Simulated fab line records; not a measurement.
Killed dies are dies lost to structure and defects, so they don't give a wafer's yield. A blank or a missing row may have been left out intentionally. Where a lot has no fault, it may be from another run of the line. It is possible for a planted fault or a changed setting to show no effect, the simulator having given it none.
Split-lot experiment -- flow n5_finfet -- 39 wafers read across 7 lots, on a route 1938 steps long

ON THE SPLIT
At N5_PASSIVATION_ETCH_54 (etches SiO2 in CHF3/O2, target depth 880 nm, time 440 s), the setting time_s was moved away from the recipe's 440 s on 15 of the 39 wafers read, by -21.2% to +52.5%. This setting was run at the recipe's value on the other wafers.

The split's own step is where the reading is taken.

THE READING
etch.depth_nm (the simulator's own value, which no gauge read), in nm, at N5_PASSIVATION_ETCH_54 (etches SiO2 in CHF3/O2, target depth 880 nm, time 440 s). No usual value for it is given in the file. Average 875.6 nm, standard deviation 12 nm, over the 24 wafers here run with the recipe.

wafer,"tool, chamber at the split","time_s as run, s",against the recipe,"etch.depth_nm, nm",against lot-mates on the recipe
L074.1,"rie_diel-03, 3",440,recipe,862.5,-
L074.2,"rie_diel-03, 0",670.7,+52.4%,1287,+432.4
L074.3,"rie_diel-03, 1",670.7,+52.4%,1315,+460.4
L074.4,"rie_diel-03, 0",440,recipe,837.4,-
L074.5,"rie_diel-03, 3",670.7,+52.4%,1330,+475.4
L074.6,"rie_diel-03, 1",440,recipe,864,-
L078.1,"rie_diel-03, 0",440,recipe,878.1,-
L078.2,"rie_diel-03, 1",440,recipe,884,-
L078.3,"rie_diel-03, 3",440,recipe,887,-
L078.4,"rie_diel-03, 3",440,recipe,876.8,-
L078.5,"rie_diel-03, 0",440,recipe,889.6,-
L078.6,"rie_diel-03, 1",440,recipe,877.7,-
L086.1,"rie_diel-03, 2",670.8,+52.5%,1310,+438.1
L086.2,"rie_diel-03, 3",440,recipe,875.6,-
L086.3,"rie_diel-03, 0",670.8,+52.5%,1356,+484.1
L086.4,"rie_diel-03, 2",440,recipe,859.7,-
L086.5,"rie_diel-03, 3",440,recipe,880.5,-
L086.6,"rie_diel-03, 0",670.8,+52.5%,1346,+474.1
L091.3,"rie_diel-03, 2",440,recipe,858.5,-
L091.4,"rie_diel-03, 1",440,recipe,872.2,-
L091.6,"rie_diel-03, 3",440,recipe,878.8,-
L092.1,"rie_diel-03, 0",440,recipe,883.5,-
L092.2,"rie_diel-03, 3",631.5,+43.5%,1261,+383.0
L092.3,"rie_diel-03, 2",440,recipe,871.7,-
L092.4,"rie_diel-03, 1",440,recipe,878.7,-
L092.5,"rie_diel-03, 2",631.5,+43.5%,1244,+366.0
L092.6,"rie_diel-03, 3",631.5,+43.5%,1269,+391.0
L095.1,"rie_diel-05, 1",440,recipe,872.7,-
L095.2,"rie_diel-05, 2",440,recipe,877.8,-
L095.3,"rie_diel-05, 0",346.7,-21.2%,677,-200.1
L095.4,"rie_diel-05, 0",346.7,-21.2%,675.3,-201.8
L095.5,"rie_diel-05, 1",440,recipe,880.7,-
L095.6,"rie_diel-05, 2",346.7,-21.2%,692.7,-184.4
L097.1,"rie_diel-04, 1",667,+51.6%,1357,+467.8
L097.2,"rie_diel-04, 0",667,+51.6%,1360,+470.8
L097.3,"rie_diel-04, 2",440,recipe,892.3,-
L097.4,"rie_diel-04, 3",440,recipe,890.8,-
L097.5,"rie_diel-04, 0",440,recipe,884.4,-
L097.6,"rie_diel-04, 1",667,+51.6%,1354,+464.8

THE FIT
A straight line over all 39 wafers: etch.depth_nm changes by +8.83 nm for each +1% of time_s; r = +1.00; the points scatter about the line by 17 nm.
The same after taking each lot's own level away (the mean of its wafers on the recipe; 39 wafers): +8.88 nm for each +1%; r = +1.00; scatter 11 nm.
On that fit, the largest move of time_s shifts the reading by 4.7e+02 nm.
Across the lots, their own levels run from 854.63 to 889.17 nm, a range of 2.9 times the standard deviation given above.
Hence the lot-to-lot level has little effect on the slope; both slopes agree.
Check: +468 nm against its lot-mates is what the line predicts for one of the wafers moved furthest among these (+52.5%) when that wafer is left out of the fit. It came out at +438 nm against them.

FURTHER SPLITS ON THESE WAFERS
These wafers also went through other splits before the reading. Each is held against what the fit with the lots' levels taken away leaves over:
other split on the same wafers,wafers away from the commonest value,r with etch.depth_nm (lot level and that fit taken away)
N5_BEOL_M11_TRENCH_ETCH_37 time_s,15,+0.00
N5_PASSIVATION_ETCH_15 target_depth_a,12,-0.14

THE WHOLE CHAIN: every reading that the file lists as answering this split, in the file's order
step,what it does,reading,change (the file's fit),r (the file's)
N5_PASSIVATION_ETCH_54,"etches SiO2 in CHF3/O2, target depth 880 nm, time 440 s","PASSIVATION.feature_depth_nm (the simulator's own value, which no gauge read)",+8.87 nm for each +1% of the setting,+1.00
N5_PASSIVATION_ETCH_54,"etches SiO2 in CHF3/O2, target depth 880 nm, time 440 s","etch.depth_nm (the simulator's own value, which no gauge read)",+8.87 nm for each +1% of the setting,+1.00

FILE'S OWN FIT
etch.depth_nm changes by +8.87 nm for each +1% of time_s, r = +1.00.
